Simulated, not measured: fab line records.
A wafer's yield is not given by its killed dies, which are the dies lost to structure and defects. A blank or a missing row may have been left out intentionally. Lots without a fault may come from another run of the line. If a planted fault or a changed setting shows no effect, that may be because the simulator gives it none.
Struck lot and sound lot, side by side || flow n5-finfet || 15 steps out of a route of 1938
Sound: the wafers L117.2, L117.5, L117.6. Struck: wafer L136.4; the same lot's L136.3 was not struck, so it is left out; see the end for the cause.
Per side, at each step with rows, come the tool, then ch with its chambers, and then its first start. Under that, the readings that differ: sound wafers || struck wafers || difference of the means || sigmas: that difference in standard deviations of wafers without a fault.
alike: words and numbers the same on both sides, and readings whose means are apart by under 2 such deviations; not compared: readings that were withheld, readings missing a value for some wafer, numbers with overlapping values and no deviation given by the record, and bounds like >300 which may hide the same value.
Wherever a step has rows on one side only, a row that says differs or no value, or a row with sigmas, the two part there. Numbers that don't overlap but have no deviation are shown without sigmas and don't part them. Lack of a reading on every wafer of one side parts them only where that side has two or more wafers.

N5_BEOL_M6_TRENCH_ETCH_37: etches SiCOH lowk in C4F6/O2, target depth 94.435 nm, time 31.5 s.
  sound: rie-diel-04 ch 0,1,2; struck: rie-diel-04 ch 0
  alike: chamber-pressure-mTorr, drypump-motor-current-A, oes-product-au, rf-vpp-V, showerhead-plenum-p-Torr, throttle-valve-pct
  not compared: rf-hours-counter-h
then, 1 step without rows for these wafers: N5_BEOL_M6_ETCH_41 (etches SiCN in CH3F/O2, target depth 29.7 nm, time 52 s).
N5_BEOL_M6_STRIP_80: strips in N2/H2, time 10 s.
  sound: rie-diel-04 ch 0,1,2; struck: rie-diel-04 ch 0
  alike: chamber-pressure-mTorr, drypump-motor-current-A, h2-flow-sccm, oes-product-au, rf-vpp-V, showerhead-plenum-p-Torr, throttle-valve-pct
  not compared: rf-hours-counter-h
N5_BEOL_M6_OCD_MEAS_38:
  sound on ocd-02, day 12 14:39; struck on ocd-01, day 16 10:08
  alike: trench-depth-nm
then, 4 steps without rows for these wafers: N5_BEOL_M6_HM_STRIP_39 (strips TiN in peroxide tin strip, target depth 25 nm, time 158 s); N5_BEOL_M6_SRD_40 (time 30 s); N5_BEOL_M6_PRECLEAN_42 (cleans in residue remover, time 60 s); N5_BEOL_M6_SRD_43 (time 30 s).
N5_BEOL_M6_CD_MEAS_35: target cd 40 nm, target cd y 28 nm.
  sound on cd-sem-02, day 12 14:48; struck on cd-sem-01, day 16 10:17
  alike: cd-nm
N5_BEOL_M6_CURE_75: cures SiCOH lowk, time 120 s.
  sound on uv-cure-01 ch 0, day 12 14:53; struck on uv-cure-01 ch 1, day 16 10:33
  alike: lamp-power-pct, wafer_temp_C_max
N5_BEOL_M6_DEGAS_44: time 60 s.
  sound on pvd-sputter-01, day 12 15:25; struck on pvd-sputter-02, day 16 10:49
  alike: heater-power-w
N5_BEOL_M6_PRE_CLEAN_45: time 30 s.
  sound on pvd-sputter-01, day 12 15:27; struck on pvd-sputter-02, day 16 10:51
  alike: heater-power-w
N5_BEOL_M6_ALD_77: deposits TaN, target thk 2 nm, pulse time 2 s, purge time 3 s.
  sound on ald-metal-03 ch 0,1,2, day 12 15:32; struck on ald-metal-01 ch 2, day 16 10:56
{"reading": "co-reactant-pulse-time-s (s)", "sound": "3 3 3", "struck": 3.3469, "difference": "+0.3469", "sigmas": ""}
  alike: chamber-pressure-Torr, heater-power-w
then, 2 steps without rows for these wafers: N5_BEOL_M6_SURFACE_TREAT_79; N5_PASSIVATION_PROBE_49.

== WHERE THEY PART ==
Nowhere in this record.

WHY: whatever the simulator had introduced
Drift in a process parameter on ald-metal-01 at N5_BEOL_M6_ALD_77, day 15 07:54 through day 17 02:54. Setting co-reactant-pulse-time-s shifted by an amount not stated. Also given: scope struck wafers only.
